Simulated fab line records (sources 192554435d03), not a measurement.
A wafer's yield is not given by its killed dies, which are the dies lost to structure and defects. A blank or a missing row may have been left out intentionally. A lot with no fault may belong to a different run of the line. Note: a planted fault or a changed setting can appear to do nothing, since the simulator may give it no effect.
Which tool is to blame? | flow n5 finfet | Sampling: 10 lots, 27 wafers, 6 of 1938 route steps

== WHAT THE GAUGES SHOWED, per wafer ==
N5_FIN_SAQP_CD_MEAS_16 targets a cd of 35.6 nm.
lot  | measured    | on        | cd nm (nm)
L945 | day 2 03:59 | cd sem-02 | 35.4 34.8 35.3
L949 | day 3 03:16 | cd sem-01 | 35.1 35.3 35.4
L950 | day 3 09:20 | cd sem-03 | 35.6 35.3 36.4
L951 | day 3 15:35 | cd sem-01 | 35.4 35.9 35.7
L952 | day 3 22:20 | cd sem-02 | 35.7 35.1 35.2
L953 | day 4 04:32 | cd sem-01 | 32.4 31.8
L955 | day 4 16:55 | cd sem-02 | 35.6 35.3 36.1
L959 | day 5 16:17 | cd sem-03 | 31.8 35.6
L964 | day 6 22:30 | cd sem-01 | 35.3 35.2 35.2
L967 | day 7 16:30 | cd sem-02 | 35.8 35.8

N5_FIN_SAQP_OVL_MEAS_17.
lot  | measured    | on         | FIN_CORE_OVL (nm)
L945 | day 2 04:01 | overlay-02 | 0.5 -0.2 1.0
L949 | day 3 03:18 | overlay-02 | -0.4 -0.2 0.0
L950 | day 3 09:23 | overlay-02 | -0.9 -0.4 -0.5
L951 | day 3 15:37 | overlay-01 | 0.3 0.8 1.5
L952 | day 3 22:23 | overlay-01 | 0.1 0.8 -0.5
L953 | day 4 04:35 | overlay-01 | -1.4 -1.0
L955 | day 4 16:57 | overlay-01 | 0.1 1.4 0.1
L959 | day 5 16:19 | overlay-02 | 0.9 0.0
L964 | day 6 22:32 | overlay-02 | 0.2 1.3 0.6
L967 | day 7 16:32 | overlay-02 | 0.6 0.3

N5_BEOL_M4_RC_MEAS_101.
lot  | measured     | on        | DIBL_N (mV/V)  | DIBL_P (mV/V)  | IOFF_N (nA/um) | IOFF_P (nA/um) | ION_N (uA/um) | ION_P (uA/um) | SS_N (mV/dec)  | SS_P (mV/dec)  | VT_N (mV)   | VT_P (mV)
L945 | day 8 09:34  | prober-02 | 37.8 34.9 38.9 | 36.7 33.9 38.6 | 0.16 0.13 0.19 | 0.19 0.17 0.23 | 666 677 688   | 450 462 463   | 71.9 69.7 71.8 | 73.9 73.0 73.7 | 249 252 248 | -254 -255 -251
L949 | day 9 11:35  | prober-01 | 36.2 39.3 36.2 | 37.8 41.7 38.4 | 0.16 0.21 0.15 | 0.20 0.29 0.20 | 681 692 676   | 464 469 463   | 72.4 73.0 71.3 | 72.9 74.6 72.4 | 250 247 249 | -251 -248 -251
L950 | day 9 13:09  | prober-02 | 38.0 39.4 34.8 | 36.7 38.2 32.6 | 0.21 0.22 0.13 | 0.23 0.24 0.16 | 690 699 684   | 468 469 462   | 71.7 72.1 71.1 | 73.6 74.7 72.6 | 246 249 253 | -250 -248 -253
L951 | day 9 11:29  | prober-02 | 37.2 34.5 38.6 | 36.0 33.0 38.7 | 0.17 0.13 0.20 | 0.22 0.18 0.26 | 678 658 677   | 465 457 469   | 72.8 71.3 72.6 | 73.9 72.6 73.6 | 248 250 246 | -248 -250 -246
L952 | day 10 08:27 | prober-02 | 40.9 36.3 31.0 | 45.1 39.3 32.1 | 0.28 0.17 0.09 | 0.36 0.23 0.13 | 698 685 647   | 474 472 449   | 72.8 71.2 69.7 | 75.9 72.8 71.9 | 240 247 256 | -244 -251 -257
L953 | day 10 14:59 | prober-01 | 36.7 36.1      | 37.0 36.3      | 0.18 0.17      | 0.25 0.24      | 681 673       | 472 471       | 71.6 72.1      | 73.8 73.8      | 246 249     | -245 -248
L955 | day 10 16:55 | prober-02 | 34.7 41.5 35.7 | 34.0 41.0 35.2 | 0.14 0.31 0.15 | 0.24 0.40 0.25 | 676 701 664   | 480 489 473   | 70.9 72.6 70.8 | 73.9 74.7 72.8 | 251 239 253 | -245 -237 -245
L959 | day 11 13:43 | prober-01 | 34.1 35.5      | 33.3 34.5      | 0.12 0.14      | 0.20 0.22      | 659 657       | 459 460       | 71.4 71.1      | 73.2 72.6      | 254 252     | -249 -249
L964 | day 13 05:25 | prober-02 | 38.8 37.5 37.8 | 40.2 39.5 38.9 | 0.22 0.20 0.18 | 0.29 0.29 0.25 | 696 696 679   | 472 480 466   | 72.0 72.4 72.2 | 74.7 74.3 74.3 | 247 245 249 | -244 -244 -245
L967 | day 13 11:31 | prober-02 | 36.7 37.7      | 37.9 40.2      | 0.20 0.22      | 0.26 0.31      | 686 701       | 474 487       | 72.2 72.3      | 73.6 74.8      | 243 242     | -244 -241

== WHAT TOOL EACH LOT RAN ON (gives the tool, then ch and the chambers of the sampled wafers, and finally the start) ==
lot  | N5_FIN_SAQP_PEB_14               | N5_FIN_SAQP_ETCH_51               | N5_FIN_SAQP_RECESS_75
L945 | litho track-05 ch 0, day 2 03:55 | rie diel-04 ch 0,3, day 2 04:07   | vapor etch-02 ch 1, day 2 04:47
L949 | litho track-05 ch 0, day 3 03:11 | rie diel-04 ch 0,1,3, day 3 03:26 | vapor etch-02 ch 1, day 3 04:07
L950 | litho track-04 ch 0, day 3 09:16 | rie diel-05 ch 0,3, day 3 09:29   | vapor etch-01 ch 0,1, day 3 10:26
L951 | litho track-04 ch 0, day 3 15:31 | rie diel-05 ch 1,2, day 3 15:43   | vapor etch-02 ch 0,1, day 3 16:24
L952 | litho track-01 ch 0, day 3 22:16 | rie diel-04 ch 0,2,3, day 3 22:28 | vapor etch-02 ch 0,1, day 4 00:47
L953 | litho track-04 ch 0, day 4 04:29 | rie diel-05 ch 2,3, day 4 04:40   | vapor etch-02 ch 0, day 4 05:20
L955 | litho track-05 ch 0, day 4 16:50 | rie diel-06 ch 0,1,2, day 4 17:02 | vapor etch-01 ch 0,1, day 4 18:20
L959 | litho track-04 ch 0, day 5 16:13 | rie diel-04 ch 0,3, day 5 16:29   | vapor etch-02 ch 0,1, day 5 17:17
L964 | litho track-01 ch 0, day 6 22:26 | rie diel-05 ch 0,1,2, day 6 22:38 | vapor etch-02 ch 0,1, day 6 23:31
L967 | litho track-01 ch 0, day 7 16:26 | rie diel-05 ch 0,1, day 7 16:59   | vapor etch-02 ch 0,1, day 7 17:59
- N5_FIN_SAQP_PEB_14: peb time 60 s.
- N5_FIN_SAQP_ETCH_51: etches SiARC in CF4, target depth 45.5 nm, time 75.8 s.
- N5_FIN_SAQP_RECESS_75: chemistry HF/NH3, target SiO2, target depth 14.4 nm, afs cycles 3, sublimation time 60 s.

== WHAT THE TOOLS THEMSELVES READ (means of the sampled wafers that have a number; where no wafer has one, the mark that the record gives instead) ==
N5_FIN_SAQP_ETCH_51.
lot  | tool        | drypump motor current A (A) | etch rf on time s (s) | oes product au (a.u.) | rf vpp V (V) | showerhead plenum p Torr (Torr) | throttle valve pct (%)
L945 | rie diel-04 | 6.4                         | 76.3                  | 0.69                  | 184.0        | 2.14                            | 15.70
L949 | rie diel-04 | 6.3                         | 74.5                  | 0.66                  | 184.9        | 2.18                            | 15.85
L950 | rie diel-05 | 5.8                         | 74.0                  | 0.62                  | 184.9        | 2.14                            | 15.75
L951 | rie diel-05 | 5.3                         | 73.5                  | 0.68                  | 183.9        | 2.07                            | 15.64
L952 | rie diel-04 | 6.2                         | 77.1                  | 0.64                  | 183.1        | 2.14                            | 15.75
L953 | rie diel-05 | 5.8                         | 75.8                  | 0.71                  | 184.6        | 2.17                            | 15.41
L955 | rie diel-06 | 5.4                         | 75.9                  | 0.65                  | 184.3        | 2.18                            | 15.72
L959 | rie diel-04 | 6.5                         | 76.8                  | 0.66                  | 183.3        | 2.16                            | 15.75
L964 | rie diel-05 | 5.1                         | 74.5                  | 0.65                  | 183.8        | 2.07                            | 15.65
L967 | rie diel-05 | 5.0                         | 73.2                  | 0.59                  | 183.6        | 2.02                            | 15.94

N5_FIN_SAQP_RECESS_75.
lot  | tool          | drypump motor current A (A) | sublimation temp c (C)
L945 | vapor etch-02 | 6.5                         | 179.99
L949 | vapor etch-02 | 6.5                         | 179.95
L950 | vapor etch-01 | 5.8                         | 179.91
L951 | vapor etch-02 | 6.2                         | 179.74
L952 | vapor etch-02 | 6.2                         | 180.13
L953 | vapor etch-02 | 5.4                         | 180.06
L955 | vapor etch-01 | 5.8                         | 179.99
L959 | vapor etch-02 | 6.0                         | 179.97
L964 | vapor etch-02 | 6.1                         | 179.88
L967 | vapor etch-02 | 6.0                         | 179.99

== THE ANSWER, worked out from the rows above alone ==
Rule: usual is defined by the lots themselves. Put in order of their means at a reading, lots are off if they are a third of the lots or fewer, leave a main group of 4 or more, and stand apart from it by a gap of 3 or more times the standard deviation of the main group's means; of several such gaps the widest counts. The tables above print the reading to a certain number of digits; a main group whose means all agree to those digits is not used. Also off: a lot with no number at a reading for which 4 or more lots have one. Any other lot the step has rows for is counted as sound. After the gauges, taken in route order, come the tools' own readings; for these a lot's mean is taken, as printed above. At the first step where some lot is off, the reading lying furthest off is the one used; lots without a number count as furthest.
Off: L953, L959 (N5_FIN_SAQP_CD_MEAS_16, cd nm). For the main group the mean is 35.5 nm and the standard deviation 0.24.
A tool fits if, at a process step before that reading, it ran every lot that is off, and no sound lot after the first of them. Gauges at N5_FIN_SAQP_CD_MEAS_16: tried the same way as those tools. One candidate fits, namely litho track-04 at N5_FIN_SAQP_PEB_14. A fault onset in the window from L951 (day 3 15:31, its last sound lot) to L953 (day 4 04:29, its first lot off) fits.

== WHAT HAD BEEN PUT IN BY THE SIMULATOR ==
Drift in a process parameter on litho track-04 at N5_FIN_SAQP_PEB_14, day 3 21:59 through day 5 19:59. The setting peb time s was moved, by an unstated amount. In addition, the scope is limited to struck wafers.
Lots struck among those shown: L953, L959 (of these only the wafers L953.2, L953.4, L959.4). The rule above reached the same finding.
